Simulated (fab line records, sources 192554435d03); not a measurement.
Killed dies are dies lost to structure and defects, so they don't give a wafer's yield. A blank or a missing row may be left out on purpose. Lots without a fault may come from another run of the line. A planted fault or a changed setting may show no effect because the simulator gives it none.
Chamber matching | flow n5_finfet | N5_BEOL_M5_PECVD_70 on pecvd-02: 3 sister chambers
The step deposits SiO2 from TEOS/O2, target thk 16 nm, time 18 s. 16 wafers are shown with their chamber, then 8 later ones without.

WAFERS WITH THEIR CHAMBER
wafer  | chamber | showerhead_plenum_p_Torr (Torr) | throttle_valve_pct (%) | heater_power_outer_w (W)
L075.1 | 1       | 8.82                            | 20.3                   | 301
L075.4 | 1       | 8.81                            | 20.3                   | 305
L075.6 | 0       | 8.85                            | 23.0                   | 298
L074.2 | 0       | 8.85                            | 22.6                   | 263
L074.4 | 1       | 8.81                            | 20.1                   | 315
L074.5 | 0       | 8.83                            | 22.6                   | 263
L080.1 | 0       | 8.86                            | 22.5                   | 286
L080.5 | 1       | 8.83                            | 20.6                   | 337
L080.6 | 0       | 8.84                            | 22.7                   | 279
L091.2 | 1       | 8.82                            | 20.3                   | 308
L091.4 | 0       | 8.85                            | 23.2                   | 250
L091.5 | 1       | 8.82                            | 20.6                   | 316
L089.2 | 2       | 8.68                            | 22.6                   | 487
L089.4 | 2       | 8.65                            | 22.4                   | 483
L089.5 | 0       | 8.84                            | 22.8                   | 317
L093.2 | 2       | 8.69                            | 22.5                   | 442

SIGNATURES (means of the wafers above)
reading                  | chamber 0 | chamber 1 | chamber 2 | scatter within a chamber
showerhead_plenum_p_Torr | 8.8457    | 8.8183    | 8.6733    | 0.0115
throttle_valve_pct       | 22.771    | 20.367    | 22.500    | 0.213
heater_power_outer_w     | 279.43    | 313.67    | 470.67    | 20.1
Rule: a wafer's distance from a chamber is the root of the sum, over the readings, of the square of ((its reading less the chamber's mean) divided by the reading's scatter). The wafer belongs to the nearest chamber; if the next one is less than 2 further off, it can't be placed. The scatter: the root of (the sum of the squares of (reading less its chamber's mean) over the shown wafers, divided by (wafers less chambers)).

WAFERS WITHOUT THEIR CHAMBER
wafer  | showerhead_plenum_p_Torr (Torr) | throttle_valve_pct (%) | heater_power_outer_w (W)
L093.3 | 8.81                            | 20.3                   | 287
L093.4 | 8.85                            | 22.7                   | 266
L094.3 | 8.84                            | 22.9                   | 251
L094.4 | 8.83                            | 20.6                   | 312
L094.6 | 8.84                            | 23.0                   | 260
L097.1 | 8.87                            | 23.1                   | 282
L097.4 | 8.65                            | 22.6                   | 486
L097.6 | 8.81                            | 20.4                   | 323

WHICH CHAMBER EACH WENT THROUGH
wafer  | from the rows above | in truth
L093.3 | 1                   | 1
L093.4 | 0                   | 0
L094.3 | 0                   | 0
L094.4 | 1                   | 1
L094.6 | 0                   | 0
L097.1 | 0                   | 0
L097.4 | 2                   | 2
L097.6 | 1                   | 1
Placed correctly: 8 of 8. Can't be placed from these rows: 0. Placed wrongly: 0.
